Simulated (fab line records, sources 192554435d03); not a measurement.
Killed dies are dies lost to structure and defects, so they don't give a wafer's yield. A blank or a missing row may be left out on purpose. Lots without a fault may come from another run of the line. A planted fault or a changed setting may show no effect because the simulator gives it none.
Chamber matching | flow n5_finfet | N5_BEOL_M13_ETCH_68 on rie_diel-06: 4 sister chambers
The step etches SOC in N2/H2, time 355 s. 8 wafers are shown with their chamber, then 8 later ones without.

WAFERS WITH THEIR CHAMBER
wafer  | chamber | showerhead_plenum_p_Torr (Torr) | drypump_motor_current_A (A)
L085.5 | 0       | 2.51                            | 5.79
L089.1 | 3       | 2.66                            | 5.88
L089.3 | 2       | 2.63                            | 5.46
L089.4 | 1       | 2.50                            | 5.31
L086.1 | 1       | 2.50                            | 5.30
L086.2 | 0       | 2.50                            | 5.78
L086.4 | 3       | 2.66                            | 5.90
L092.2 | 2       | 2.63                            | 5.45

WAFERS WITHOUT THEIR CHAMBER
wafer  | showerhead_plenum_p_Torr (Torr) | drypump_motor_current_A (A)
L092.4 | 2.63                            | 5.43
L092.6 | 2.63                            | 5.43
L094.1 | 2.66                            | 5.88
L094.2 | 2.50                            | 5.77
L094.6 | 2.50                            | 5.77
L097.1 | 2.65                            | 5.92
L097.2 | 2.49                            | 5.30
L097.3 | 2.50                            | 5.81

WHICH CHAMBER EACH WENT THROUGH
wafer  | from the rows above | in truth
L092.4 | 2                   | 2
L092.6 | 2                   | 2
L094.1 | 3                   | 3
L094.2 | 0                   | 0
L094.6 | 0                   | 0
L097.1 | 3                   | 3
L097.2 | 1                   | 1
L097.3 | 0                   | 0
Placed correctly: 8 of 8. Can't be placed from these rows: 0. Placed wrongly: 0.
How it was worked out, from the rows above alone: a wafer's distance from a chamber is the root of the sum, over the readings, of the square of ((its reading less the chamber's mean) divided by the reading's scatter). The wafer belongs to the nearest chamber; if the next one is less than 2 further off, it can't be placed. A chamber's mean is the mean of its shown wafers. The scatter: the root of (the sum of the squares of (reading less its chamber's mean) over the shown wafers, divided by (wafers less chambers)).
